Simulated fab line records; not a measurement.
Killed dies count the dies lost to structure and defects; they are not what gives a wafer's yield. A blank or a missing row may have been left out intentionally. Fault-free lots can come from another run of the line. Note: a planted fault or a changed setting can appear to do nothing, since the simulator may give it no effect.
Matching of chambers -- flow nand-harc -- NHARC_A_CHANNEL_HOLE_D1_ETCH_44 on rie-diel-07: 4 sister chambers
The step etches the open film in CF4/O2, target depth 140 nm, overetch 14 nm, time 77 s. 16 wafers are shown with their chamber, then 8 later ones without.

WAFERS WITH THEIR CHAMBER
wafer,chamber,showerhead-plenum-p-Torr (Torr),oes-product-au (a.u.),rf-vpp-V (V)
L965.2,2,1.38,1.012,198.4
L965.4,1,1.26,0.996,197.6
L965.6,2,1.38,1.012,199.1
L967.2,0,1.36,1.001,198.9
L967.3,3,1.38,0.998,199.0
L967.5,1,1.26,0.983,197.3
L970.2,3,1.38,0.998,197.4
L970.5,0,1.35,1.011,197.8
L970.6,3,1.38,1.004,198.7
L971.1,2,1.38,1.015,199.3
L971.2,3,1.38,1.020,197.9
L971.3,1,1.26,1.001,197.6
L974.2,0,1.35,0.997,197.9
L974.4,2,1.38,1.013,198.0
L974.5,0,1.35,0.992,199.0
L983.1,0,1.35,0.994,198.8

SIGNATURES, as means of the wafers listed above
reading,chamber 0,chamber 1,chamber 2,chamber 3,scatter within a chamber
showerhead-plenum-p-Torr,1.3520,1.2600,1.3800,1.3800,0.00258
oes-product-au,0.99900,0.99333,1.01300,1.00500,0.00779
rf-vpp-V,198.480,197.500,198.700,198.250,0.586
Rule: for a wafer and a chamber, the distance is found by dividing, reading by reading, the gap between the wafer's reading and the chamber's mean by the reading's scatter, squaring, summing and taking the root. The wafer belongs to the nearest chamber; if the next one is less than 2 further off, it can't be placed. The scatter is the square root of a quotient: the sum, over the shown wafers, of each reading's squared deviation from its chamber's mean, divided by wafers minus chambers.

WAFERS MISSING THEIR CHAMBER
wafer,showerhead-plenum-p-Torr (Torr),oes-product-au (a.u.),rf-vpp-V (V)
L983.3,1.37,1.010,199.8
L983.5,1.37,0.989,200.4
L987.2,1.35,0.998,198.2
L987.5,1.37,1.008,199.9
L987.6,1.35,1.008,198.0
L988.3,1.37,1.000,199.5
L988.4,1.25,0.997,195.1
L988.6,1.25,1.002,195.9

EACH ONE'S CHAMBER
wafer,from the rows above,in truth
L983.3,can't be placed: 2 or 3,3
L983.5,can't be placed: 3 or 2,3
L987.2,0,0
L987.5,can't be placed: 2 or 3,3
L987.6,0,0
L988.3,can't be placed: 2 or 3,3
L988.4,1,1
L988.6,1,1
Correct placement for 4 of the 8. Not placeable from these rows: 4 (in 4, the candidates include the true chamber). Wrongly placed: 0.
